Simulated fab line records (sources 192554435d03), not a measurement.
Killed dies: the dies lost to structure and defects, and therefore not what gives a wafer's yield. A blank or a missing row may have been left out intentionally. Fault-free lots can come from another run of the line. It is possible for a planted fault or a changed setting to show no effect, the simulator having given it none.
Lot-split experiment :: flow n5-finfet :: 21 wafers read across 7 lots, on a route 1938 steps long

## THE SPLIT ITSELF
At N5_BEOL_M5_TRENCH_ETCH_37 (etches SiCOH lowk in C4F6/O2, target depth 71.652 nm, time 24.7 s), the setting time-s was moved away from the recipe's 24.7 s on 7 of the 21 wafers read, by -17.3% to +13.6%. This setting was run at the recipe's value on the other wafers.

The split's own step is where the reading is taken.

## THE READING
etch.depth-nm (the simulator's own value, which no gauge read), in nm, at N5_BEOL_M5_TRENCH_ETCH_37 (etches SiCOH lowk in C4F6/O2, target depth 71.652 nm, time 24.7 s). There is no usual value for it anywhere in the file. Here, 14 wafers ran the recipe; their average is 71.68 nm with a standard deviation of 0.93 nm.

wafer: L074.3
tool, chamber at the split: rie-diel-01, 2
time-s as run, s: 24.7
against the recipe: recipe
etch.depth-nm, nm: 70.24
against lot-mates on the recipe: -

wafer: L074.4
tool, chamber at the split: rie-diel-01, 1
time-s as run, s: 24.7
against the recipe: recipe
etch.depth-nm, nm: 73.24
against lot-mates on the recipe: -

wafer: L074.6
tool, chamber at the split: rie-diel-01, 1
time-s as run, s: 28.06
against the recipe: +13.6%
etch.depth-nm, nm: 82.63
against lot-mates on the recipe: +10.89

wafer: L077.1
tool, chamber at the split: rie-diel-05, 3
time-s as run, s: 26.87
against the recipe: +8.8%
etch.depth-nm, nm: 77.54
against lot-mates on the recipe: +6.24

wafer: L077.2
tool, chamber at the split: rie-diel-05, 1
time-s as run, s: 24.7
against the recipe: recipe
etch.depth-nm, nm: 71.3
against lot-mates on the recipe: -

wafer: L077.5
tool, chamber at the split: rie-diel-05, 2
time-s as run, s: 26.87
against the recipe: +8.8%
etch.depth-nm, nm: 79.42
against lot-mates on the recipe: +8.12

wafer: L078.3
tool, chamber at the split: rie-diel-05, 0
time-s as run, s: 24.7
against the recipe: recipe
etch.depth-nm, nm: 72.12
against lot-mates on the recipe: -

wafer: L078.5
tool, chamber at the split: rie-diel-05, 2
time-s as run, s: 22.89
against the recipe: -7.3%
etch.depth-nm, nm: 66.96
against lot-mates on the recipe: -4.42

wafer: L078.6
tool, chamber at the split: rie-diel-05, 3
time-s as run, s: 24.7
against the recipe: recipe
etch.depth-nm, nm: 70.63
against lot-mates on the recipe: -

wafer: L081.1
tool, chamber at the split: rie-diel-05, 1
time-s as run, s: 24.7
against the recipe: recipe
etch.depth-nm, nm: 70.65
against lot-mates on the recipe: -

wafer: L081.2
tool, chamber at the split: rie-diel-05, 2
time-s as run, s: 24.7
against the recipe: recipe
etch.depth-nm, nm: 72.59
against lot-mates on the recipe: -

wafer: L081.4
tool, chamber at the split: rie-diel-05, 0
time-s as run, s: 24.7
against the recipe: recipe
etch.depth-nm, nm: 72.88
against lot-mates on the recipe: -

wafer: L082.4
tool, chamber at the split: rie-diel-05, 3
time-s as run, s: 24.7
against the recipe: recipe
etch.depth-nm, nm: 70.89
against lot-mates on the recipe: -

wafer: L082.5
tool, chamber at the split: rie-diel-05, 1
time-s as run, s: 21.16
against the recipe: -14.3%
etch.depth-nm, nm: 59.88
against lot-mates on the recipe: -11.37

wafer: L082.6
tool, chamber at the split: rie-diel-05, 2
time-s as run, s: 24.7
against the recipe: recipe
etch.depth-nm, nm: 71.61
against lot-mates on the recipe: -

wafer: L084.2
tool, chamber at the split: rie-diel-05, 0
time-s as run, s: 24.7
against the recipe: recipe
etch.depth-nm, nm: 72.7
against lot-mates on the recipe: -

wafer: L084.5
tool, chamber at the split: rie-diel-05, 0
time-s as run, s: 24.7
against the recipe: recipe
etch.depth-nm, nm: 71.93
against lot-mates on the recipe: -

wafer: L084.6
tool, chamber at the split: rie-diel-05, 1
time-s as run, s: 24.7
against the recipe: recipe
etch.depth-nm, nm: 70.69
against lot-mates on the recipe: -

wafer: L095.1
tool, chamber at the split: rie-diel-05, 0
time-s as run, s: 24.7
against the recipe: recipe
etch.depth-nm, nm: 72.06
against lot-mates on the recipe: -

wafer: L095.2
tool, chamber at the split: rie-diel-05, 3
time-s as run, s: 20.42
against the recipe: -17.3%
etch.depth-nm, nm: 57.8
against lot-mates on the recipe: -14.26

wafer: L095.3
tool, chamber at the split: rie-diel-05, 2
time-s as run, s: 20.42
against the recipe: -17.3%
etch.depth-nm, nm: 59.87
against lot-mates on the recipe: -12.19

THE FIT
A straight line over all 21 wafers: etch.depth-nm changes by +0.767 nm for each +1% of time-s; r = +0.99; the points scatter about the line by 0.97 nm.
The same after taking each lot's own level away (the mean of its wafers on the recipe; 21 wafers): +0.776 nm for each +1%; r = +0.99; scatter 0.94 nm.
That fit puts the effect of the largest move of time-s on the reading at 13 nm.
From 71.250 to 72.060 nm: that is the span of the lots' own levels, equal to 0.9 times the standard deviation above.
Consequently the slope shifts little with the lot-to-lot level, the two slopes agreeing.
Check: with one of the wafers moved furthest among these (-17.3%) left out of the fit, the line predicts -13 nm for it against its lot-mates. Against them it came out at -14.3 nm.

## OTHER SPLITS ON THESE WAFERS
Before the reading, these wafers also passed through other splits. Each is held against what the fit with the lots' levels taken away leaves over:
other split on the same wafers: N5_BEOL_M3_TRENCH_ETCH_37 time-s
wafers away from the commonest value: 8
r with etch.depth-nm (lot level and that fit taken away): +0.06

other split on the same wafers: N5_BEOL_M4_COAT_67 spin-rpm
wafers away from the commonest value: 10
r with etch.depth-nm (lot level and that fit taken away): -0.24

other split on the same wafers: N5_BEOL_M4_COAT_68 spin-rpm
wafers away from the commonest value: 8
r with etch.depth-nm (lot level and that fit taken away): -0.06

other split on the same wafers: N5_BEOL_M5_COAT_60 spin-rpm
wafers away from the commonest value: 5
r with etch.depth-nm (lot level and that fit taken away): -0.22

other split on the same wafers: N5_BEOL_M5_COAT_71 spin-rpm
wafers away from the commonest value: 9
r with etch.depth-nm (lot level and that fit taken away): -0.26

## THE WHOLE CHAIN: every reading that the file lists as answering this split, in the file's order
step: N5_BEOL_M5_TRENCH_ETCH_37
what it does: etches SiCOH lowk in C4F6/O2, target depth 71.652 nm, time 24.7 s
reading: BEOL_M5.feature-depth-nm (the simulator's own value, which no gauge read)
change (the file's fit): +0.773 nm for each +1% of the setting
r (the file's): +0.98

step: N5_BEOL_M5_TRENCH_ETCH_37
what it does: etches SiCOH lowk in C4F6/O2, target depth 71.652 nm, time 24.7 s
reading: etch.depth-nm (the simulator's own value, which no gauge read)
change (the file's fit): +0.774 nm for each +1% of the setting
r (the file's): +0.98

## THE FILE'S OWN FIT
etch.depth-nm changes by +0.774 nm for each +1% of time-s, r = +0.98.
